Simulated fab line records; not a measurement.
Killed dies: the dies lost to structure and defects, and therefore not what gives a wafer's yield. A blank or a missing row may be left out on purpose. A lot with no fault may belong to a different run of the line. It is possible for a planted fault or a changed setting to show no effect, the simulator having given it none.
Code-filled problem report in 8D (eight disciplines) form ; flow n5 finfet ; the parts of the form that need people (team, actions taken, sign-off) are left out

== 1. WHAT IS WRONG ==
SD_P_BLK_OVL at N5_SD_EPI_P_OVL_MEAS_10 reads a mean of 86.3 nm on 6 wafers of 2 lots; wafers without a fault read 0.3 nm with a standard deviation of 0.74. So: +99 or more standard deviations from the usual mean.
First observed at day 7 05:28: wafer L594.3, on overlay-01. At this step, 24 wafers from 8 lots have a number in the record. Rule for "out" (also "out of limits"): further than 4 standard deviations from the usual mean. All remaining wafers that have a number are taken as sound.

== 2. WHAT IT IS, WHAT IT ISN'T ==
question;is;is not
which readings at this step;SD_P_BLK_OVL;-
which lots;L594, L596;L578, L583, L587, L597, L598, L600
which wafers of those lots;all that have a number;-
read on which gauges;overlay-01, overlay-02;-
when;from day 7 05:28;"up to then (9 sound wafers); but 9 sound wafers of L597, L598, L600 came after"

== 3. WHAT RULES OUT EACH SUSPECT ==
Counting: any tool at a process step up to the reading is kept as a suspect provided that every lot that is out went through it and no sound lot did after the first of them.
- the gauge at N5_SD_EPI_P_OVL_MEAS_10 has been ruled out. 2 gauges (overlay-01, overlay-02) read the wafers that are out.
- arfi scanner-03 at N5_SD_EPI_P_EXPOSE_06 (exposes mask SD P BLK, target cd 240 nm): kept. It processed each lot that is out, first L594 at day 7 05:19, and no sound lot thereafter; up to then, the last sound lot it processed was L587 at day 5 12:31.
Remaining after the count: arfi scanner-03 at N5_SD_EPI_P_EXPOSE_06.

== 4. THE CAUSE (what the simulator had put in) ==
Scanner matching overlay: arfi scanner-03, from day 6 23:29 on, at N5_SD_EPI_P_EXPOSE_06. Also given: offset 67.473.
After counting, this tool was the only one left.

== 5. THE CHAIN OF EFFECTS, in route order ==
One row per reading whose mean, taken over the struck wafers that have a number, lies over 3 standard deviations from the usual. Only readings whose record carries a usual standard deviation are examined. hours: median over the lots of the time between each lot's start at the first step of this table that gives one and its start at this step. sigmas: the change, counted in usual standard deviations.
hours;step;reading;usual;on struck wafers;change;sigmas
0;N5_SD_EPI_P_OVL_MEAS_10;SD_P_BLK_OVL;0.3 nm;86.3;+86.0;+99 or more
Later steps that measure or inspect, where all struck wafers having a row at the step show a number for every such reading and not one has moved that far: N5_BEOL_M4_RC_MEAS_101.

== 6. HOW IT WOULD HAVE BEEN CAUGHT EARLIER ==
The first out-of-limits reading at a measuring or inspecting step in this record came at day 7 05:28, 6 hours after the fault's start at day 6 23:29.
No tool reading at N5_SD_EPI_P_EXPOSE_06 that has a usual standard deviation in the record was out on any struck wafer, so an alarm limit of 4 standard deviations on those readings would not have fired.
Lots out: 2; of these, L596 started N5_SD_EPI_P_EXPOSE_06 on arfi scanner-03 after day 7 05:28. It would have been spared by a hold on the tool at that moment.
